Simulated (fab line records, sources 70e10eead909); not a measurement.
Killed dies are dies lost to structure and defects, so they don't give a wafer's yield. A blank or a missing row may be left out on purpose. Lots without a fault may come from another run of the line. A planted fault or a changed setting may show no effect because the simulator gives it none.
fab line records | flow nand_harc
record lots=24 wafers=72 last_day=24
route steps=1159 shown P_ZERO_WELL@61 P_STI@109 P_GATE@131 P_M0@272
lots that met no fault: from a run of the same line without faults
start_h: hours from the record's first day to the start of the lot's first wafer shown | wait_h: hours since the lot's step before | " the same as in the row above | L1.1+2: a row that stands for several wafers | - no value, or no start given | * or withheld: withheld | < > ~ a bound
route shown NAME@n: a module of which the file shows steps, and the number in the route of the first | usual: mean/standard deviation of fault-free wafers | same: alike in all rows | chamber/n: place in a boat | sites: the reading at each site | _std_site: their standard deviation | _edge_site: outer sites' mean less inner sites' | radius_mm: how far each site lies from the wafer's centre | mask NAME#n: copy n | behind: the tool/chamber that last shaped the wafer | hold: why the lot was held/for how many hours/how that ended | device: the transistor (n, p or np) that didn't switch | end of line: the same wafers' tests at the end of the route | a step without rows: its recipe alone | killed: dies lost to structure and defects at the first sort, not the wafer's yield | map: a wafer's dies, x killed, . not, _ none there
set.NAME: the setting as run; set.NAME@STEP: as run at that earlier step | model.NAME: the simulator's own value behind a step, which no gauge read
steps of the route over a sample of lots; a table a step, a row a wafer
services: from which hour (start_h, from the record's first day; less than 0 if before it) a tool's chamber was out of use, for how many hours, and why
## steps
# step NHARC_P_ZERO_WELL_DESCUM_54
# recipe time_s=3 o2_flow_sccm=200 ar_flow_sccm=0 bias_power_w=0 chemistry=O2
# usual drypump_motor_current_A=5.8/0.55 mfc_ar_sccm=0.007/0.0092 oes_product_au=0.999/0.013 rf_vpp_V=57.9/0.87 showerhead_plenum_p_Torr=1.94/0.079 throttle_valve_pct=11.311/0.0092
# columns lot.wafer tool chamber start_h wait_h drypump_motor_current_A mfc_ar_sccm oes_product_au rf_hours_counter_h rf_vpp_V showerhead_plenum_p_Torr throttle_valve_pct
L074.2 rie_diel-03 3 17.99 - 6.4 0 1.007 10 58.1 1.88 11.305
L074.4 " 1 " " 6.1 0 1.010 11 57.2 1.82 11.312
L074.6 " 3 " " 6.4 0 1.002 - 57.7 1.88 11.307
L075.1 rie_diel-03 0 24.08 - 5.6 0.023 1.010 10 60.4 2.07 11.327
L075.3 " 3 " " 6.4 0 1.001 10 58.2 1.88 11.311
L075.6 " 0 " " 5.6 0.023 1.017 - 58.6 2.07 11.310
L076.2 rie_diel-11 2 29.67 - 6.4 0.009 0.995 1 56.5 1.95 11.305
L076.1 " 3 " " 6.6 0 0.988 0 57.9 1.97 11.320
L076.6 " 1 " " 5.8 0 0.981 - 58.5 1.99 11.305
L077.2 rie_diel-11 1 35.97 - 5.8 0 0.981 1 58.0 1.99 11.306
L077.4 " 2 " " 6.5 0.009 0.989 1 57.2 1.95 11.327
L077.5 " 0 " " 4.9 0.013 1.010 - 58.9 2.04 11.319
L078.1 rie_diel-11 1 42.07 - 5.8 0 0.999 1 57.0 1.99 11.303
L078.5 " 1 " " 5.8 0 0.996 - 58.3 1.99 11.321
L078.6 " 2 " " 6.5 0.009 1.004 - 58.2 1.95 11.301
L079.1 rie_diel-11 2 48.08 - 6.5 0.009 1.005 2 58.4 1.95 11.313
L079.4 " 0 " " 4.9 0.013 1.002 2 57.9 2.04 11.317
L079.6 " 3 " " 6.6 0 0.994 - 56.6 1.97 11.312
L080.1 rie_diel-03 0 54.14 - 5.6 0.023 1.031 0 59.1 2.07 11.304
L080.4 " 2 " " 5.3 0.027 1.012 0 59.3 1.97 11.312
L080.2 " 3 " " 6.4 0 0.994 0 58.7 1.88 11.310
L081.2 rie_diel-11 2 59.94 - 6.5 0.009 1.017 3 58.0 1.95 11.312
L081.6 " 2 " " 6.5 0.009 1.002 - 58.2 1.95 11.319
L081.4 " 3 " " 6.6 0 0.986 - 59.0 1.97 11.315
L082.4 rie_diel-03 3 65.79 - 6.4 0 0.994 1 57.3 1.88 11.306
L082.6 " 2 " " 5.3 0.027 0.999 - 58.3 1.97 11.317
L082.5 " 3 " " 6.4 0 0.998 - 57.0 1.88 11.305
L083.2 rie_diel-11 3 71.92 - 6.6 0 0.985 3 58.4 1.97 11.338
L083.5 " 3 " " 6.6 0 0.985 - 57.5 1.97 11.326
L083.6 " 1 " " 5.8 0 0.987 - 56.8 1.99 11.306
L084.2 rie_diel-03 0 77.93 - 5.6 0.023 1.019 2 57.9 2.07 11.306
L084.3 " 1 " " 6.1 0 1.019 2 56.9 1.82 11.307
L084.5 " 3 " " 6.4 0 0.995 - 57.6 1.88 11.325
L085.3 rie_diel-10 0 83.85 - 5.8 0 1.017 5 57.7 1.85 11.318
L085.2 " 2 " " 5.3 0.011 0.994 6 58.7 1.83 11.295
L085.5 " 1 " " 5.7 0 0.983 - 57.9 1.85 11.321
L086.1 rie_diel-03 0 90.05 - 5.5 0.023 1.015 3 57.6 2.07 11.301
L086.2 " 2 " " 5.3 0.027 0.995 3 59.5 1.97 11.338
L086.5 " 0 " " 5.6 0.023 1.023 - 56.9 2.07 11.301
L087.1 rie_diel-11 1 95.80 - 5.8 0 0.998 4 58.4 1.99 11.301
L087.5 " 2 " " 6.5 0.009 1.014 - 58.1 1.95 11.321
L087.6 " 3 " " 6.6 0 0.988 - 59.8 1.97 11.310
L088.1 rie_diel-10 1 101.82 - 5.7 0 0.974 7 58.0 1.85 11.300
L088.3 " 2 " " 5.3 0.011 0.980 7 57.1 1.83 11.320
L088.6 " 1 " " 5.7 0 0.980 - 59.6 1.85 11.320
L089.2 rie_diel-10 1 108.06 - 5.7 0 0.986 7 58.1 1.85 11.307
L089.6 " 1 " " 5.7 0 0.977 - 57.1 1.85 11.320
L089.5 " 2 " " 5.3 0.011 0.988 - 57.2 1.83 11.326
L090.2 rie_diel-11 0 113.65 - 4.8 0.013 0.984 4 58.8 2.04 11.323
L090.4 " 3 " " 6.6 0 0.985 5 58.1 1.97 11.327
L090.5 " 0 " " 4.9 0.013 1.004 - 58.1 2.04 11.316
L091.4 rie_diel-11 0 119.95 - 4.8 0.013 1.004 4 58.3 2.04 11.319
L091.2 " 2 " " 6.5 0.009 0.995 6 57.9 1.95 11.301
L091.6 " 0 " " 4.9 0.013 1.005 - 57.7 2.04 11.308
L092.2 rie_diel-03 1 126.19 - 6.1 0 1.012 7 56.8 1.82 11.318
L092.4 " 3 " " 6.4 0 0.980 - 56.5 1.88 11.310
L092.6 " 1 " " 6.1 0 1.008 - 57.3 1.82 11.300
L093.2 rie_diel-10 3 132.16 - 5.0 0 0.992 9 58.6 2.06 11.325
L093.1 " 0 " " 5.8 0 1.002 10 56.8 1.85 11.306
L093.6 " 3 " " 5.0 0 0.998 - 58.6 2.06 11.293
L094.2 rie_diel-03 3 137.84 - 6.4 0 0.984 7 58.0 1.88 11.315
L094.6 " 2 " " 5.3 0.027 1.001 - 58.8 1.96 11.315
L094.5 " 1 " " 6.1 0 1.010 - 57.5 1.82 11.320
L095.1 rie_diel-10 0 144.06 - 5.8 0 1.009 10 57.7 1.85 11.307
L095.3 " 2 " " 5.3 0.011 0.996 10 57.5 1.83 11.311
L095.6 " 1 " " 5.7 0 0.983 - 57.4 1.85 11.298
L096.1 rie_diel-11 2 149.93 - 6.5 0.009 0.990 8 57.8 1.95 11.318
L096.4 " 0 " " 4.9 0.013 0.998 7 58.5 2.04 11.310
L096.5 " 2 " " 6.4 0.009 0.981 - 57.8 1.95 11.300
L097.3 rie_diel-10 1 155.83 - 5.7 0 0.985 11 57.2 1.85 11.298
L097.4 " 3 " " 5.0 0 1.010 11 59.1 2.06 11.316
L097.6 " 2 " " 5.3 0.011 0.990 - 57.3 1.83 11.321
# step NHARC_P_STI_INSPECT_25
# usual raw_defect_count=225/86
# columns lot.wafer tool chamber start_h wait_h raw_defect_count
L074.2 defect_inspect-02 - 60.05 0.4 268
L074.4 " - " " 137
L074.6 " - " " 192
L075.1 defect_inspect-01 - 73.38 0.4 157
L075.3 " - " " 125
L075.6 " - " " 131
L076.1 defect_inspect-02 - 73.38 0.4 171
L076.2 " - " " 152
L076.6 " - " " 189
L077.2 defect_inspect-02 - 85.84 0.4 315
L077.4 " - " " 181
L077.5 " - " " 114
L079.1 defect_inspect-01 - 90.47 0.4 441
L079.4 " - " " 293
L079.6 " - " " 289
L078.1 defect_inspect-02 - 90.47 0.4 263
L078.5 " - " " 218
L078.6 " - " " 242
L080.1 defect_inspect-02 - 102.37 0.4 171
L080.2 " - " " 127
L080.4 " - " " 144
L081.2 defect_inspect-02 - 108.96 0.4 279
L081.4 " - " " 290
L081.6 " - " " 346
L082.4 defect_inspect-01 - 108.96 0.4 217
L082.5 " - " " 405
L082.6 " - " " 312
L083.2 defect_inspect-01 - 116.35 0.4 205
L083.5 " - " " 142
L083.6 " - " " 108
L084.2 defect_inspect-01 - 125.31 0.4 253
L084.3 " - " " 303
L084.5 " - " " 253
L087.1 defect_inspect-01 - 141.90 0.4 225
L087.5 " - " " 335
L087.6 " - " " 378
L086.1 defect_inspect-02 - 141.90 0.4 186
L086.2 " - " " 91
L086.5 " - " " 108
L085.2 defect_inspect-01 - 141.91 0.4 225
L085.3 " - " " 210
L085.5 " - " " 206
L088.1 defect_inspect-01 - 149.89 0.4 156
L088.3 " - " " 162
L088.6 " - " " 195
L089.2 defect_inspect-02 - 149.90 0.4 260
L089.5 " - " " 200
L089.6 " - " " 316
L091.2 defect_inspect-01 - 160.95 0.4 248
L091.4 " - " " 170
L091.6 " - " " 176
L090.2 defect_inspect-02 - 160.95 0.4 176
L090.4 " - " " 98
L090.5 " - " " 135
L092.2 defect_inspect-01 - 174.74 0.4 221
L092.4 " - " " 187
L092.6 " - " " 224
L093.1 defect_inspect-02 - 186.21 0.4 323
L093.2 " - " " 385
L093.6 " - " " 423
L094.2 defect_inspect-01 - 186.21 0.4 204
L094.5 " - " " 196
L094.6 " - " " 98
L095.1 defect_inspect-01 - 192.03 0.4 158
L095.3 " - " " 226
L095.6 " - " " 210
L096.1 defect_inspect-01 - 198.54 0.4 350
L096.4 " - " " 204
L096.5 " - " " 205
L097.3 defect_inspect-02 - 198.55 0.4 178
L097.4 " - " " 137
L097.6 " - " " 225
# step NHARC_P_GATE_HM_DEP_102
# recipe target_thk_a=1200 temp_c=400 material=aC
# usual throttle_valve_pct=35.000/0.0084
# columns lot.wafer tool chamber start_h wait_h throttle_valve_pct
L074.2 acl_dep-01 0 80.83 0.5 35.011
L074.4 " 0 " " 35.001
L074.6 " 0 " " 34.993
L075.1 acl_dep-02 0 96.01 2.1 34.996
L075.3 " 0 " " 34.994
L075.6 " 0 " " 35.002
L076.1 acl_dep-03 0 96.42 2.5 34.999
L076.2 " 0 " " 35.004
L076.6 " 0 " " 35.001
L077.2 acl_dep-01 0 108.98 2.6 35.003
L077.4 " 0 " " 35.020
L077.5 " 0 " " 34.995
L079.1 acl_dep-02 0 111.02 0.4 34.994
L079.4 " 0 " " 35.008
L079.6 " 0 " " 34.990
L078.1 acl_dep-01 0 111.40 0.8 35.004
L078.5 " 0 " " 35.001
L078.6 " 0 " " 34.993
L080.1 acl_dep-02 0 123.05 0.4 34.990
L080.2 " 0 " " 35.006
L080.4 " 0 " " 34.992
L081.2 acl_dep-01 0 130.84 0.5 35.009
L081.4 " 0 " " 34.990
L081.6 " 0 " " 35.002
L082.4 acl_dep-02 0 131.07 0.7 35.001
L082.5 " 0 " " 35.001
L082.6 " 0 " " 34.998
L083.2 acl_dep-02 0 142.95 1.6 35.004
L083.5 " 0 " " 34.991
L083.6 " 0 " " 34.993
L084.2 acl_dep-03 0 147.32 1.6 34.997
L084.3 " 0 " " 34.998
L084.5 " 0 " " 34.986
L087.1 acl_dep-01 0 163.99 1.4 35.009
L087.5 " 0 " " 34.991
L087.6 " 0 " " 35.006
L086.1 acl_dep-03 0 164.04 1.4 34.988
L086.2 " 0 " " 34.995
L086.5 " 0 " " 35.009
L085.2 acl_dep-01 0 164.75 2.1 35.009
L085.3 " 0 " " 34.993
L085.5 " 0 " " 34.990
L088.1 acl_dep-03 0 174.87 3.9 34.998
L088.3 " 0 " " 35.000
L088.6 " 0 " " 34.997
L089.2 acl_dep-01 0 174.98 4.0 34.998
L089.5 " 0 " " 35.017
L089.6 " 0 " " 35.001
L091.2 acl_dep-03 0 182.22 0.5 34.997
L091.4 " 0 " " 35.008
L091.6 " 0 " " 35.004
L090.2 acl_dep-03 0 182.86 1.1 35.021
L090.4 " 0 " " 35.010
L090.5 " 0 " " 35.003
L092.2 acl_dep-03 0 195.14 0.5 34.991
L092.4 " 0 " " 34.997
L092.6 " 0 " " 34.998
L093.1 acl_dep-03 0 209.91 2.6 34.992
L093.2 " 0 " " 34.979
L093.6 " 0 " " 34.986
L094.2 acl_dep-03 0 210.65 3.4 35.005
L094.5 " 0 " " 35.005
L094.6 " 0 " " 35.013
L095.1 acl_dep-03 0 214.97 0.4 35.011
L095.3 " 0 " " 34.999
L095.6 " 0 " " 35.006
L096.1 acl_dep-01 0 219.27 0.4 35.014
L096.4 " 0 " " 35.020
L096.5 " 0 " " 35.007
L097.3 acl_dep-03 0 219.49 0.6 35.015
L097.4 " 0 " " 35.016
L097.6 " 0 " " 35.005
# step NHARC_P_GATE_HM_OPEN_105
# recipe target_depth_a=3600 o2_flow_sccm=400 cos_flow_sccm=20 ar_flow_sccm=0 rf_w=500 bias_w=300 chemistry=O2/COS
# usual drypump_motor_current_A=5.7/0.34 mfc_ar_sccm=0.007/0.0088 oes_product_au=0.996/0.012 rf_vpp_V=467/3.2 showerhead_plenum_p_Torr=3.12/0.14 throttle_valve_pct=28.329/0.0085
# columns lot.wafer tool chamber start_h wait_h drypump_motor_current_A mfc_ar_sccm oes_product_au rf_hours_counter_h rf_vpp_V showerhead_plenum_p_Torr throttle_valve_pct
L074.2 rie_diel-08 3 - - 5.4 0 0.987 23 473 3.35 28.319
L074.4 " 1 " " 5.9 0 0.988 22 467 3.15 28.334
L074.6 " 2 " " 5.1 0.009 0.994 - 467 3.16 28.317
L075.1 rie_diel-08 3 - - 5.5 0 0.995 28 472 3.35 28.347
L075.3 " 0 " " 5.7 0.022 0.986 29 468 3.19 28.337
L075.6 " 2 " " 5.1 0.009 1.010 - 468 3.16 28.329
L076.2 rie_diel-13 1 - - 6.1 0 0.985 60 467 3.16 28.329
L076.1 " 2 " " 5.3 0.007 0.991 57 465 3.11 28.326
L076.6 " 0 " " 5.9 0 0.995 - 462 2.93 28.338
L077.4 rie_diel-08 1 - - 5.9 0 0.987 30 467 3.15 28.319
L077.2 " 3 " " 5.4 0 0.982 31 471 3.35 28.311
L077.5 " 0 " " 5.7 0.022 0.973 - 469 3.19 28.329
L079.1 rie_diel-13 0 - - 5.9 0 0.994 1 461 2.93 28.327
L079.4 " 2 " " 5.4 0.007 0.993 1 466 3.11 28.326
L079.6 " 3 " " 5.5 0 0.998 - 464 2.94 28.330
L078.1 rie_diel-07 1 - - 5.9 0 1.008 14 468 3.19 28.320
L078.6 " 2 " " 6.3 0.024 1.004 - 464 2.90 28.337
L078.5 " 0 " " 5.3 0.003 0.984 - 471 3.31 28.338
L080.1 rie_diel-07 2 - - 6.3 0.024 0.997 25 463 2.90 28.326
L080.2 " 1 " " 5.9 0 0.994 17 470 3.18 28.326
L080.4 " 1 " " 5.9 0 0.994 - 469 3.18 28.325
L081.2 rie_diel-07 3 - - 5.7 0.014 1.002 27 470 3.21 28.337
L081.6 " 1 " " 5.9 0 1.001 - 467 3.18 28.337
L081.4 " 2 " " 6.3 0.024 1.004 - 462 2.90 28.333
L082.6 rie_diel-07 2 - - 6.3 0.024 1.004 - 463 2.90 28.325
L082.4 " 3 " " 5.8 0.014 1.022 - 468 3.21 28.339
L082.5 " 1 " " 5.9 0 0.997 - 468 3.18 28.335
L083.2 rie_diel-07 1 - - 5.9 0 1.000 25 469 3.18 28.328
L083.6 " 1 " " 5.9 0 0.990 - 468 3.18 28.335
L083.5 " 2 " " 6.3 0.024 0.982 - 464 2.90 28.343
L084.2 rie_diel-07 2 - - 6.3 0.024 0.988 34 461 2.90 28.344
L084.3 " 3 " " 5.8 0.014 1.013 34 469 3.21 28.325
L084.5 " 0 " " 5.3 0.003 0.982 - 470 3.31 28.328
L087.1 rie_diel-13 2 - - 5.3 0.007 0.995 19 466 3.10 28.325
L087.6 " 3 " " 5.5 0 0.987 - 462 2.94 28.337
L087.5 " 0 " " 5.9 0 0.993 - 464 2.92 28.331
L086.2 rie_diel-07 3 - - 5.7 0.014 1.017 40 470 3.20 28.330
L086.1 " 0 " " 5.3 0.003 0.992 37 471 3.31 28.322
L086.5 " 1 " " 5.8 0 1.003 - 468 3.18 28.328
L085.3 rie_diel-07 0 - - 5.3 0.003 0.984 37 471 3.31 28.334
L085.2 " 1 " " 5.8 0 0.985 34 468 3.18 28.336
L085.5 " 1 " " 5.8 0 0.987 - 469 3.18 28.336
L089.2 rie_diel-13 1 - - 6.1 0 1.008 23 467 3.14 28.332
L089.5 " 3 " " 5.5 0 0.991 - 463 2.93 28.347
L089.6 " 0 " " 5.9 0 1.000 - 463 2.92 28.326
L088.1 rie_diel-13 2 - - 5.3 0.007 0.992 23 466 3.10 28.316
L088.3 " 0 " " 5.9 0 0.988 24 462 2.92 28.323
L088.6 " 2 " " 5.3 0.007 0.986 - 467 3.10 28.335
L091.4 rie_diel-08 3 - - 5.5 0 1.011 13 472 3.34 28.331
L091.2 " 0 " " 5.7 0.022 1.005 12 469 3.18 28.323
L091.6 " 3 " " 5.5 0 1.007 - 473 3.34 28.325
L090.4 rie_diel-07 0 - - 5.3 0.003 0.982 44 471 3.30 28.329
L090.2 " 3 " " 5.7 0.014 1.028 46 471 3.20 28.331
L090.5 " 1 " " 5.9 0 1.000 - 470 3.17 28.335
L092.2 rie_diel-08 1 - - 5.9 0 0.962 13 469 3.14 28.324
L092.4 " 0 " " 5.7 0.022 0.987 - 468 3.18 28.336
L092.6 " 1 " " 5.9 0 0.980 - 468 3.14 28.343
L093.2 rie_diel-08 3 - - 5.5 0 1.019 17 473 3.34 28.318
L093.1 " 1 " " 5.9 0 0.991 15 468 3.14 28.316
L093.6 " 2 " " 5.1 0.009 1.018 - 466 3.15 28.322
L094.2 rie_diel-13 3 - - 5.5 0 1.007 37 464 2.93 28.339
L094.6 " 0 " " 5.9 0 1.009 - 462 2.91 28.321
L094.5 " 1 " " 6.1 0 0.996 - 468 3.14 28.323
L095.1 rie_diel-13 0 - - 5.9 0 1.002 42 463 2.91 28.324
L095.3 " 1 " " 6.1 0 0.992 41 466 3.13 28.329
L095.6 " 2 " " 5.3 0.007 0.990 - 466 3.09 28.343
L096.4 rie_diel-08 3 - - 5.5 0 1.004 20 472 3.34 28.324
L096.1 " 1 " " 5.9 0 0.981 17 467 3.14 28.332
L096.5 " 3 " " 5.5 0 1.007 - 470 3.34 28.339
L097.3 rie_diel-07 0 - - 5.3 0.003 0.967 58 470 3.30 28.321
L097.4 " 1 " " 5.9 0 0.992 55 468 3.17 28.337
L097.6 " 3 " " 5.8 0.014 1.029 - 468 3.19 28.327
# step NHARC_P_GATE_ETCH_114
# recipe target_depth_a=300 overetch_a=30 time_s=16.5 ion_energy_ev=100 cf4_flow_sccm=80 o2_flow_sccm=20 ar_flow_sccm=0 rf_w=300 bias_w=100 chemistry=CF4/O2
# usual drypump_motor_current_A=5.7/0.34 mfc_ar_sccm=0.007/0.009 oes_product_au=0.997/0.011 rf_vpp_V=197.8/1.5 showerhead_plenum_p_Torr=1.33/0.063 throttle_valve_pct=13.397/0.0096
# columns lot.wafer tool chamber start_h wait_h drypump_motor_current_A mfc_ar_sccm oes_product_au rf_hours_counter_h rf_vpp_V showerhead_plenum_p_Torr throttle_valve_pct
L074.4 rie_diel-08 3 - - 5.5 0 0.996 24 199.7 1.44 13.405
L074.2 " 0 " " 5.7 0.022 0.982 24 198.2 1.37 13.391
L074.6 " 2 " " 5.1 0.009 1.012 - 197.3 1.35 13.402
L075.1 rie_diel-08 3 - - 5.4 0 0.983 28 199.7 1.44 13.404
L075.3 " 0 " " 5.6 0.022 0.978 29 197.1 1.37 13.396
L075.6 " 3 " " 5.4 0 0.998 - 201.3 1.44 13.404
L076.2 rie_diel-13 0 - - 5.9 0 1.005 54 194.5 1.25 13.395
L076.1 " 2 " " 5.3 0.007 0.989 57 199.2 1.33 13.373
L076.6 " 3 " " 5.5 0 1.000 - 197.0 1.26 13.398
L077.2 rie_diel-08 2 - - 5.1 0.009 1.007 29 198.8 1.35 13.403
L077.4 " 0 " " 5.7 0.022 0.977 32 199.8 1.36 13.402
L077.5 " 1 " " 5.9 0 0.996 - 198.4 1.35 13.391
L079.4 rie_diel-13 1 - - 6.1 0 0.995 1 199.0 1.35 13.406
L079.1 " 3 " " 5.5 0 1.004 1 196.6 1.26 13.405
L079.6 " 1 " " 6.1 0 0.992 - 198.1 1.35 13.410
L078.1 rie_diel-07 2 - - 6.3 0.024 1.012 21 197.0 1.24 13.395
L078.5 " 2 " " 6.3 0.024 1.008 - 197.0 1.24 13.382
L078.6 " 0 " " 5.3 0.003 0.989 - 200.2 1.42 13.396
L080.2 rie_diel-07 2 - - 6.3 0.024 1.002 25 194.5 1.24 13.412
L080.1 " 3 " " 5.7 0.014 1.004 25 198.9 1.37 13.394
L080.4 " 3 " " 5.7 0.014 1.023 - 197.9 1.37 13.395
L081.2 rie_diel-07 3 - - 5.7 0.014 1.006 28 198.7 1.37 13.399
L081.4 " 1 " " 5.8 0 1.002 - 197.9 1.36 13.396
L081.6 " 3 " " 5.8 0.014 1.015 - 198.5 1.37 13.389
L082.5 rie_diel-07 3 - - 5.7 0.014 1.010 - 199.8 1.37 13.377
L082.6 " 1 " " 5.8 0 0.989 - 197.0 1.36 13.402
L082.4 " 2 " " 6.3 0.024 0.988 - 195.5 1.24 13.398
L083.2 rie_diel-07 0 - - 5.3 0.003 0.989 29 199.1 1.42 13.415
L083.5 " 2 " " 6.3 0.024 1.003 - 196.0 1.24 13.399
L083.6 " 3 " " 5.7 0.014 1.012 - 198.2 1.37 13.389
L084.3 rie_diel-07 2 - - 6.3 0.024 0.995 34 196.2 1.24 13.392
L084.2 " 1 " " 5.9 0 1.005 27 196.3 1.36 13.394
L084.5 " 2 " " 6.3 0.024 1.000 - 194.5 1.24 13.388
L087.1 rie_diel-13 2 - - 5.3 0.007 0.984 19 196.7 1.32 13.392
L087.6 " 2 " " 5.3 0.007 0.984 - 197.3 1.32 13.390
L087.5 " 3 " " 5.5 0 0.981 - 196.5 1.25 13.414
L086.2 rie_diel-07 1 - - 5.9 0 0.990 34 199.7 1.36 13.400
L086.1 " 2 " " 6.3 0.024 0.980 39 195.7 1.23 13.386
L086.5 " 1 " " 5.9 0 0.996 - 199.0 1.36 13.394
L085.3 rie_diel-07 2 - - 6.3 0.024 0.989 40 196.1 1.23 13.391
L085.2 " 0 " " 5.3 0.003 0.988 37 199.9 1.42 13.409
L085.5 " 3 " " 5.8 0.014 1.008 - 197.8 1.37 13.392
L089.2 rie_diel-13 2 - - 5.3 0.007 0.993 23 198.1 1.32 13.399
L089.6 " 3 " " 5.5 0 0.996 - 196.1 1.25 13.409
L089.5 " 0 " " 5.9 0 1.001 - 195.2 1.24 13.398
L088.1 rie_diel-13 3 - - 5.5 0 0.984 22 196.9 1.25 13.406
L088.3 " 2 " " 5.3 0.007 0.999 23 197.1 1.32 13.392
L088.6 " 0 " " 5.9 0 1.001 - 195.9 1.24 13.400
L091.4 rie_diel-08 2 - - 5.1 0.009 1.010 13 198.4 1.35 13.393
L091.2 " 0 " " 5.6 0.022 0.995 12 198.4 1.36 13.415
L091.6 " 3 " " 5.4 0 1.000 - 200.2 1.43 13.392
L090.4 rie_diel-07 1 - - 5.8 0 0.997 41 198.4 1.36 13.389
L090.2 " 3 " " 5.7 0.014 1.026 46 198.8 1.37 13.406
L090.5 " 1 " " 5.9 0 1.001 - 197.2 1.36 13.400
L092.2 rie_diel-08 0 - - 5.6 0.022 0.991 14 199.6 1.36 13.398
L092.4 " 3 " " 5.4 0 1.018 - 199.8 1.43 13.393
L092.6 " 0 " " 5.7 0.022 0.995 - 197.5 1.36 13.383
L093.1 rie_diel-08 0 - - 5.7 0.022 0.985 16 196.2 1.36 13.400
L093.2 " 3 " " 5.4 0 1.011 17 200.9 1.43 13.393
L093.6 " 1 " " 5.8 0 0.983 - 198.2 1.34 13.390
L094.2 rie_diel-13 3 - - 5.5 0 0.990 37 196.2 1.25 13.389
L094.5 " 1 " " 6.1 0 0.991 - 197.3 1.34 13.394
L094.6 " 2 " " 5.4 0.007 0.985 - 197.5 1.32 13.392
L095.3 rie_diel-13 3 - - 5.5 0 0.998 40 196.7 1.25 13.408
L095.1 " 1 " " 6.1 0 0.990 41 197.6 1.34 13.397
L095.6 " 2 " " 5.3 0.007 0.996 - 197.9 1.32 13.387
L096.4 rie_diel-08 3 - - 5.4 0 1.001 20 200.6 1.43 13.402
L096.1 " 0 " " 5.6 0.022 0.988 19 198.0 1.36 13.391
L096.5 " 0 " " 5.7 0.022 0.972 - 197.4 1.36 13.402
L097.3 rie_diel-07 1 - - 5.9 0 0.997 55 198.0 1.35 13.414
L097.4 " 2 " " 6.3 0.024 0.995 59 196.1 1.23 13.397
L097.6 " 0 " " 5.3 0.003 0.980 - 200.0 1.41 13.388
# step NHARC_P_M0_DEGAS_28
# recipe temp_c=250 time_s=60
# usual heater_power_w=341/33
# columns lot.wafer tool chamber start_h wait_h heater_power_w
L074.4 pvd_sputter-02 - 107.93 - 344
L074.2 " - " " 376
L074.6 " - " " 350
L075.1 pvd_sputter-03 - 130.23 - 357
L075.3 " - " " 385
L075.6 " - " " 368
L076.2 pvd_sputter-03 - 131.01 - 351
L076.1 " - " " 379
L076.6 " - " " 382
L077.2 pvd_sputter-03 - 141.14 - 377
L077.4 " - " " 352
L077.5 " - " " 362
L079.1 pvd_sputter-03 - 145.13 - 370
L079.4 " - " " 385
L079.6 " - " " 368
L078.1 pvd_sputter-01 - 145.17 - 294
L078.5 " - " " 351
L078.6 " - " " 301
L080.1 pvd_sputter-01 - 150.56 - 301
L080.2 " - " " 345
L080.4 " - " " 319
L081.2 pvd_sputter-02 - 159.68 - 347
L081.4 " - " " 297
L081.6 " - " " 385
L082.4 pvd_sputter-03 - 160.48 - 365
L082.5 " - " " 328
L082.6 " - " " 364
L083.2 pvd_sputter-01 - 169.98 - 281
L083.6 " - " " 273
L083.5 " - " " 337
L084.3 pvd_sputter-01 - 174.48 - 273
L084.2 " - " " 328
L084.5 " - " " 338
L087.1 pvd_sputter-01 - 190.92 - 331
L087.6 " - " " 266
L087.5 " - " " 331
L086.2 pvd_sputter-02 - 191.68 - 342
L086.1 " - " " 346
L086.5 " - " " 372
L085.3 pvd_sputter-01 - 192.05 - 284
L085.2 " - " " 320
L085.5 " - " " 270
L089.2 pvd_sputter-03 - 208.49 - 373
L089.6 " - " " 371
L089.5 " - " " 349
L088.3 pvd_sputter-03 - 209.88 - 348
L088.1 " - " " 333
L088.6 " - " " 360
L091.2 pvd_sputter-02 - 210.39 - 380
L091.4 " - " " 337
L091.6 " - " " 291
L090.2 pvd_sputter-03 - 215.25 - 325
L090.4 " - " " 357
L090.5 " - " " 324
L092.4 pvd_sputter-01 - 221.58 - 296
L092.2 " - " " 336
L092.6 " - " " 330
L094.2 pvd_sputter-02 - 239.34 - 367
L094.6 " - " " 353
L094.5 " - " " 397
L093.2 pvd_sputter-03 - 239.76 - 365
L093.1 " - " " 363
L093.6 " - " " 332
L095.3 pvd_sputter-02 - 241.89 - 368
L095.1 " - " " 386
L095.6 " - " " 341
L096.1 pvd_sputter-02 - 246.36 - 387
L096.4 " - " " 299
L096.5 " - " " 337
L097.4 pvd_sputter-02 - 247.04 - 293
L097.3 " - " " 386
L097.6 " - " " 291
## services
# columns tool chamber start_h hours kind
rie_diel-13 0 4.59 8.7 repair
rie_diel-11 - 12.50 9.0 pm
rie_diel-13 0 18.58 6.1 repair
rie_diel-13 1 20.05 4.6 repair
acl_dep-03 - 42.07 13.0 pm
rie_diel-07 - 51.65 9.0 pm
rie_diel-11 0 56.40 16.5 repair
rie_diel-07 1 63.48 14.1 repair
rie_diel-07 - 85.81 1.0 repair
rie_diel-13 - 99.08 9.0 pm
rie_diel-11 - 101.03 0.3 repair
rie_diel-07 3 111.06 4.6 repair
rie_diel-07 0 119.60 16.2 repair
rie_diel-08 - 124.80 9.0 pm
rie_diel-11 2 128.29 6.4 repair
rie_diel-13 1 168.66 1.4 repair
rie_diel-11 - 175.26 3.2 repair
rie_diel-11 - 189.50 9.0 pm
rie_diel-08 2 191.22 9.6 repair
rie_diel-13 3 218.18 5.8 repair
rie_diel-07 3 222.34 4.9 repair
acl_dep-03 - 223.13 13.0 pm
rie_diel-07 - 228.74 9.0 pm
rie_diel-08 3 239.65 8.7 repair
## key
fault none
